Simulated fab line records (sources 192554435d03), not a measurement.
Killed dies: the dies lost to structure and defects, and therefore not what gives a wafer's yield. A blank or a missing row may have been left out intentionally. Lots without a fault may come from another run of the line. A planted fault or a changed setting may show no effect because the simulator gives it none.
fab line records -- flow n5Finfet
record lots=4, wafers=12, lastDay=18
route steps=1938 shown BEOL_M5@1182 BEOL_M6@1194
lots with no fault: from the same line, run without faults
startH: the number of hours between the record's first day and the start of the first shown wafer of the lot -- waitH: hours since the lot's step before -- " unchanged from the row above -- L1.1+2: several wafers, shown together as one row -- - value missing, or start not given -- * or withheld: withheld -- < > ~ a bound
route shown NAME@n: names a module that has steps shown in the file, with the first one's number in the route -- usual: mean and standard deviation over wafers with no fault -- same: alike in all rows -- chamber/n: place in a boat -- sites: readings site by site -- _std_site: standard deviation across them -- _edge_site: mean of outer sites minus mean of inner sites -- radiusMm: how far each site lies from the wafer's centre -- mask NAME#n: copy n -- behind: the most recent tool/chamber to have shaped the wafer -- hold: why the lot went on hold/how many hours it stayed there/how the hold came to an end -- device: whichever transistor did not switch (one of n, p or np) -- end of line: the same wafers' tests at the end of the route -- for a step that has no rows: nothing shown but its recipe -- killed: at the first sort, the dies lost to defects and structure; wafer yield is something else -- map: per-die view of a wafer (x killed, . not killed, _ where there is no die)
set.NAME: the run value of the setting; set.NAME@STEP: its run value at that earlier step -- model.NAME: the simulator's own value behind a step, which no gauge read
lots seen at some steps along the route; tables by step, rows by wafer
services: from which hour (startH, from the record's first day; less than 0 if before it) a tool's chamber was out of use, for how many hours, and why
## steps
# step N5_BEOL_M5_ANNEAL_89
# recipe tempC=400, timeS=1800, ambient=vacuum
# step N5_BEOL_M5_SPUTTER_90
# recipe material=Cu, targetThkA=45, tempC=-20, chamberPressurePa=0.07, powerW=withheld, timeS=8.29
# step N5_BEOL_M5_ECD_50
# recipe material=Cu, targetThkA=3000
# step N5_BEOL_M5_ANNEAL_51
# recipe tempC=225, timeS=90, ambient=N2
# step N5_BEOL_M5_CMP_52
# recipe stopOn=SiCOH_lowk, tOverpolishS=6.9, downForcePsi=1, platenRpm=50, clearingPlatenDownForcePsi=1.5, clearingPlatenRpm=50, postCmpClean=cuAlkaline, targetThkNm=62, clearingPlatenPadVelocityMS=0.99484, padVelocityMS=0.99484
# step N5_BEOL_M5_PRE_CLEAN_77
# recipe gas=NH3/H2, timeS=15, tempC=*, rfPowerW=300
# step N5_BEOL_M5_CO_CAP_78
# recipe material=Co, targetThkA=20, tempC=200, precursor=CCTBA/H2, pressureTorr=30, timeS=102.1
# step N5_BEOL_M5_PRE_CLEAN_55
# recipe gas=NH3, timeS=15, tempC=withheld, rfPowerW=300
# step N5_BEOL_M5_DEP_56
# recipe material=SiCN, targetThkA=80, tempC=withheld, precursor=3MS/NH3, pressureTorr=3, rfW=202, timeS=14
# step N5_BEOL_M6_ILD_DEP_00
# recipe material=SiCOH_lowk, targetThkA=1797.5, tempC=300, precursor=DEMS/porogen, pressureTorr=5, rfW=500, timeS=33.4
# usual heaterPowerW=295/41, showerheadPlenumPTorr=5.740/0.014, showerheadVppV=1395/110, throttleValvePct=14.1/1.2
lot.wafer,tool,chamber,startH,waitH,heaterPowerW,showerheadPlenumPTorr,showerheadVppV,throttleValvePct,model.SiCOH_lowk_of_BEOL_M6_ILD_DEP_00.thkNm
L120.4,pecvd-03,1,194.23,0.1,257,5.751,1607,16.2,180.4
L120.5,pecvd-03,2,194.23,0.1,326,5.720,1290,12.8,180.4
L120.6,pecvd-03,0,194.23,0.1,311,5.742,1429,13.3,180.8
L128.3,pecvd-03,0,252.98,0.0,301,5.727,1420,13.0,179.4
L128.4,pecvd-03,0,252.98,0.0,312,5.745,1401,13.0,186.4
L128.5,pecvd-03,2,252.98,0.0,340,5.751,1261,12.9,184.6
L127.2,pecvd-03,1,258.23,0.0,271,5.756,1587,15.8,180.6
L127.4,pecvd-03,0,258.23,0.0,309,5.746,1415,13.0,184.8
L127.5,pecvd-03,2,258.23,0.0,272,5.735,1291,12.9,187.4
L140.3,pecvd-04,0,321.22,0.1,310,5.734,1368,13.5,181.8
L140.5,pecvd-04,0,321.22,0.1,319,5.720,1332,13.5,179.8
L140.6,pecvd-04,2,321.22,0.1,211,5.733,1277,13.8,181.8
# step N5_BEOL_M6_CURE_74
# recipe tempC=385, timeS=240, ambient=He/Ar, material=SiCOH_lowk
# step N5_BEOL_M6_THK_MEAS_01
# recipe reads=SiCOH_lowk_of_BEOL_M6_ILD_DEP_00
# usual M6_ILD_THK=155.0/1.9
lot.wafer,tool,chamber,startH,waitH,M6_ILD_THK[nm]
L120.4,filmMetro-01,-,194.79,0.2,155.5
L120.5,filmMetro-01,-,194.79,0.2,155.5
L120.6,filmMetro-01,-,194.79,0.2,155.9
L128.3,filmMetro-02,-,253.55,0.3,154.7
L128.4,filmMetro-02,-,253.55,0.3,160.8
L128.5,filmMetro-02,-,253.55,0.3,159.1
L127.2,filmMetro-01,-,258.81,0.4,155.8
L127.4,filmMetro-01,-,258.81,0.4,159.3
L127.5,filmMetro-01,-,258.81,0.4,161.7
L140.3,filmMetro-02,-,321.80,0.3,156.7
L140.5,filmMetro-02,-,321.80,0.3,155.0
L140.6,filmMetro-02,-,321.80,0.3,156.7
# step N5_BEOL_M6_PECVD_70
# recipe material=SiO2, targetThkA=200, tempC=400, precursor=TEOS/O2, pressureTorr=5.5, rfW=450, teosFlowSccm=53.8, gas=O2, flowSccm=3000, timeS=22.7
# step N5_BEOL_M6_HM_DEP_02
# recipe material=TiN, targetThkA=200, tempC=25, chamberPressurePa=0.49996
# step N5_BEOL_M6_COAT_59
# recipe resist=SOC, tempC=250, timeS=60, spinRpm=1500, resistThkNm=100
# step N5_BEOL_M6_COAT_60
# recipe resist=SiARC, tempC=220, timeS=60, spinRpm=1500, resistThkNm=35
# step N5_BEOL_M6_COAT_05
# recipe resist=CAR-ArF, spinRpm=1500, resistThkNm=90
# step N5_BEOL_M6_EBR_07
# recipe solvent=PGMEA, ebrWidthMm=1.5
# step N5_BEOL_M6_SOFTBAKE_06
# recipe tempC=110, timeS=60, resist=CAR-ArF
# step N5_BEOL_M6_EXPOSE_08
# recipe maskId=M6, na=1.35, sourceShape=dipole, sigmaInner=0.817, sigmaOuter=0.97, polarization=te, doseMj=68.25
# step N5_BEOL_M6_PEB_09
# recipe pebTempC=withheld, pebTimeS=60, resist=CAR-ArF
# step N5_BEOL_M6_DEVELOP_10
# recipe developTimeS=30, developer=TMAH, resist=CAR-ArF, rinseLiquid=diw, dry=airSpin, devTempC=23
# step N5_BEOL_M6_DESCUM_16
# recipe chemistry=O2, timeS=7.9, sourcePowerW=50, biasPowerW=20, pressureMtorr=20, rfFrequencyHz=2.712e+07, tempC=40, resist=CAR-ArF, o2FlowSccm=225
# step N5_BEOL_M6_ETCH_61
# recipe chemistry=CF4, target=SiARC, targetDepthA=455, maskMaterial=CAR-ArF, timeS=75.8, ionEnergyEv=80, pressureMtorr=40, sourceW=545, biasW=36, Ar_flow_sccm=100, cf4FlowSccm=100, ends=cleared
# step N5_BEOL_M6_ETCH_62
# recipe chemistry=N2/H2, target=SOC, targetDepthA=1100, overetchA=220, maskMaterial=SiARC, tempC=40, timeS=165, ionEnergyEv=200, pressureMtorr=30, sourceW=840, biasW=150, n2FlowSccm=200, h2FlowSccm=200
# step N5_BEOL_M6_STRIP_68
# recipe chemistry=N2/H2, tempC=40, n2FlowSccm=200, h2FlowSccm=200, rfFrequencyHz=6e+07
# step N5_BEOL_M6_STRIP_67
# recipe chemistry=CF4, resist=SiARC, powerW=300, biasPowerW=75, pressureMtorr=50, cf4FlowSccm=150, rfFrequencyHz=6e+07
# step N5_BEOL_M6_HM_OPEN_17
# recipe chemistry=Cl2/BCl3, targetDepthA=200, overetchA=60, target=TiN, maskMaterial=SOC, ionEnergyEv=150, pressureMtorr=10, icpW=1000, biasW=126, Cl2_flow_sccm=53.25, bcl3FlowSccm=21.75, Ar_flow_sccm=25
# step N5_BEOL_M6_STRIP_19
# recipe chemistry=O2, powerW=400, tempC=40, pressureMtorr=30, rfFrequencyHz=6e+07, biasPowerW=0, overashFraction=0.2, o2FlowSccm=225
# step N5_BEOL_M6_COAT_63
# recipe resist=SOC, tempC=250, timeS=60, spinRpm=1500, resistThkNm=60
# step N5_BEOL_M6_COAT_64
# recipe resist=SiARC, tempC=220, timeS=60, spinRpm=1500, resistThkNm=12
# step N5_BEOL_M6_COAT_71
# recipe resist=underlayer, tempC=205, timeS=60, spinRpm=1500, resistThkNm=5
# step N5_BEOL_M6_COAT_22
# recipe resist=CAR-EUV, spinRpm=1500, resistThkNm=30
# step N5_BEOL_M6_EBR_24
# recipe solvent=PGMEA, ebrWidthMm=1.5
# step N5_BEOL_M6_SOFTBAKE_23
# recipe tempC=110, timeS=60, resist=CAR-EUV
# step N5_BEOL_M6_CMP_52
# recipe stopOn=SiCOH_lowk, tOverpolishS=6.9, downForcePsi=1, platenRpm=50, clearingPlatenDownForcePsi=1.5, clearingPlatenRpm=50, postCmpClean=cuAlkaline, targetThkNm=80, clearingPlatenPadVelocityMS=0.99484, padVelocityMS=0.99484
# usual barrierFieldEndpointS=29.2/0.64, motorCurrentA=6.0/0.57, overpolishRunS=6.900/0.009, slurryFlowMlMin=150.0/0.42, timeToEndpointS=62.0/2.1
# same tOverpolishS=6.9
lot.wafer,tool,chamber,startH,waitH,barrierFieldEndpointS,motorCurrentA,overpolishRunS,slurryFlowMlMin,timeToEndpointS,model.SiCOH_lowk_of_BEOL_M6_ILD_DEP_00.thkNm
L120.4,cmp-01,2,203.71,0.2,29.0,5.8,6.888,149.6,66.0,152.6
L120.6,cmp-01,1,203.71,0.2,30.2,6.9,6.922,149.3,65.6,152.8
L120.5,cmp-01,2,203.71,0.2,29.7,5.8,6.904,150.2,64.9,152.6
L128.4,cmp-01,1,262.41,0.1,29.1,7.1,6.890,150.0,61.2,157.8
L128.3,cmp-01,0,262.41,0.1,29.2,5.7,6.914,150.2,62.6,151.8
L128.5,cmp-01,1,262.41,0.1,29.3,6.4,6.899,149.6,62.1,156.2
L127.4,cmp-01,0,265.06,0.1,29.4,5.4,6.912,150.1,62.0,156.4
L127.2,cmp-01,1,265.06,0.1,30.1,6.7,6.896,150.1,62.7,152.8
L127.5,cmp-01,0,265.06,0.1,30.5,5.6,6.890,149.9,62.0,158.6
L140.3,cmp-01,0,330.77,0.4,28.7,5.7,6.899,150.1,60.0,153.8
L140.5,cmp-01,1,330.77,0.4,29.2,6.8,6.902,150.4,59.2,152
L140.6,cmp-01,2,330.77,0.4,29.8,5.8,6.907,149.9,62.3,153.8
## services
tool,chamber,startH,hours,kind
cmp-01,-,195.17,1.2,repair
pecvd-04,-,198.44,0.5,repair
pecvd-04,2,216.90,6.0,repair
cmp-01,-,237.79,4.0,pm
cmp-01,-,241.79,-,consumableReplace:conditioner
cmp-01,-,241.79,-,consumableReplace:pad
pecvd-04,0,256.22,2.1,scheduledDown
pecvd-04,2,264.65,2.1,scheduledDown
pecvd-03,0,279.12,5.2,repair
pecvd-03,-,297.02,5.5,pm
pecvd-04,1,317.67,5.5,scheduledDown
## key
firstSign step=N5_BEOL_M6_THK_MEAS_01, reading=M6_ILD_THK, direction=up, sigmas=2.7, usual=155.0, struck=160.2
effect none on later readings
modelEffect step=N5_BEOL_M6_ILD_DEP_00, value=SiCOH_lowk_of_BEOL_M6_ILD_DEP_00.thkNm, without=181.3, struck=185.8
modelEffect step=N5_BEOL_M6_CMP_52, value=SiCOH_lowk_of_BEOL_M6_ILD_DEP_00.thkNm, without=153.4, struck=157.2
metAt N5_BEOL_M6_ILD_DEP_00
struckWafers L127.4,L127.5,L128.4,L128.5
onsetBetween 194.23 252.98
fault kind=processParameterDrift, tool=pecvd-03, chamber=-, onsetH=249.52, steps=N5_BEOL_M6_ILD_DEP_00, channel=targetThkA, offset=*, shape=step, endH=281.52, scope=struckWafersOnly, actsIn=*, stated=*
